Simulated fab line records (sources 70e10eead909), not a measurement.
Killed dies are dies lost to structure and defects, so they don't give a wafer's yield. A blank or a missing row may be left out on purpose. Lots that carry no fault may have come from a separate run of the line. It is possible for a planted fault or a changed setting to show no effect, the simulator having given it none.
Comparing a struck lot with a sound one | flow nand_harc | 15 out of 1302 route steps
Sound: the wafers L488.1, L488.3, L488.5. The struck wafers were L506.2, L506.3, L506.6. At the end, the cause is stated.
Per side, at each step with rows, come the tool, then ch with its chambers, and then its first start. Under that, the readings that differ: sound wafers | struck wafers | difference of the means | sigmas: that difference in standard deviations of wafers without a fault.
alike: a reading whose means differ by less than 2 such deviations, as well as words and numbers matching on both sides. not compared: withheld readings; readings where some wafer has no value; bounds like >300 that might hide an equal value; numbers whose values overlap and for which the record gives no deviation.
Wherever a step has rows on one side only, a row that says differs or no value, or a row with sigmas, the two part there. Non-overlapping numbers with no deviation appear without sigmas and do not part them. A reading missing from all wafers of one side parts the sides only when that side holds two or more wafers.

NHARC_THIN_TSV_GRIND_00:
  sound on grinder-01 ch 0, day 24 07:54; struck on grinder-01 ch 0, day 31 16:25
  alike: head_pressure_psi, motor_current_A
NHARC_THIN_TSV_CMP_01: polishes.
  sound on cmp-01 ch 0,1,3, day 24 09:09; struck on cmp-04 ch 0,3, day 31 17:28
  alike: motor_current_A
NHARC_THIN_TSV_THK_MEAS_02: measures by ir.
  sound on film_metro-02 at day 24 09:23; struck on film_metro-01 at day 31 17:43
  alike: thk_nm
then, 3 steps without rows for these wafers: NHARC_THIN_TSV_SRD_03; NHARC_THIN_TSV_PRECLEAN_41 (cleans in SC1); NHARC_THIN_TSV_SRD_42.
NHARC_THIN_TSV_DEP_43: deposits SiO2, target thk 1328.5 nm.
  sound on pecvd-04 ch 0,1,2, day 24 09:37; struck on pecvd-02 ch 0,1,2, day 31 17:56
  alike: throttle_valve_pct
then, 5 steps without rows for these wafers: NHARC_THIN_TSV_DEHYDRATE_04 (time 120 s); NHARC_THIN_TSV_HMDS_05 (time 30 s); NHARC_THIN_TSV_COAT_06; NHARC_THIN_TSV_SOFTBAKE_07 (time 95 s); NHARC_THIN_TSV_EBR_08.
NHARC_THIN_TSV_EXPOSE_09: exposes mask TSV.
  sound on krf_scanner-02 ch 0, day 24 10:10; struck on krf_scanner-01 ch 0, day 31 18:37
  reading              | sound             | struck            | difference | sigmas
  exposure_dose_mJ_cm2 | 30.70 30.72 30.70 | 31.62 31.56 31.56 | +0.87      | +26
  alike: mask, stage_vel_mm_s
then, 1 step without rows for these wafers: NHARC_THIN_TSV_PEB_10 (peb time 85 s).
NHARC_END_SORT_01:
  sound on prober-02 ch 0, day 25 01:15; struck on prober-01 ch 0, day 32 10:35
  alike: defect_limited_yield, killed_at_array, killed_at_other, killed_at_periphery, killed_dies, killed_open, killed_short

## WHERE THEY PART
At NHARC_THIN_TSV_EXPOSE_09 and nowhere else, as far as this record goes. Later steps at which nothing parts them and some readings are alike: NHARC_END_SORT_01.

WHY: the cause the simulator had injected
Process parameter drift: krf_scanner-01, from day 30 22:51 on, at NHARC_THIN_TSV_EXPOSE_09. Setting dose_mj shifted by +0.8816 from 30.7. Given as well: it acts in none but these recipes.
